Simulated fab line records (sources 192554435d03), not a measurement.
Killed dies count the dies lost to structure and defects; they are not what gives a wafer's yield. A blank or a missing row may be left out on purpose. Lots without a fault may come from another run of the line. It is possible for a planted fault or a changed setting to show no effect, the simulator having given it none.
Matching of chambers | flow n5Finfet | N5_BEOL_M0_ETCH_109 on rieDiel-02 has 4 sister chambers
The step etches SiCN in CH3F/O2, target depth 8 nm, overetch 2.4 nm, time 27.4 s. 4 wafers are shown with their chamber, then 7 later ones without.

== EACH WAFER AND ITS CHAMBER ==
wafer  | chamber | showerheadPlenumPTorr (Torr)
L074.6 | 3       | 2.08
L089.3 | 2       | 1.89
L088.1 | 0       | 2.00
L088.2 | 1       | 1.93

== WAFERS WITHOUT THEIR CHAMBER ==
wafer  | showerheadPlenumPTorr (Torr)
L088.5 | 1.89
L090.2 | 2.00
L090.3 | 2.07
L090.4 | 1.89
L094.1 | 1.89
L094.5 | 1.93
L094.6 | 1.99

== EACH ONE'S CHAMBER ==
wafer  | from the rows above | in truth
L088.5 | 2                   | 2
L090.2 | 0                   | 0
L090.3 | 3                   | 3
L090.4 | 2                   | 2
L094.1 | 2                   | 2
L094.5 | 1                   | 1
L094.6 | 0                   | 0
Correct placement for 7 of the 7. From these rows, 0 cannot be placed. Number placed wrongly: 0.
How it was worked out, from the rows above alone: a wafer's distance from a chamber is the root of the sum, over the readings, of the square of ((its reading less the chamber's mean) divided by the reading's scatter). The wafer belongs to the nearest chamber; if the next one is less than 2 further off, it can't be placed. A chamber's mean is the mean of its shown wafers. The scatter: root of mean squared gap, hidden wafer to nearest shown wafer, with one shown wafer a chamber.
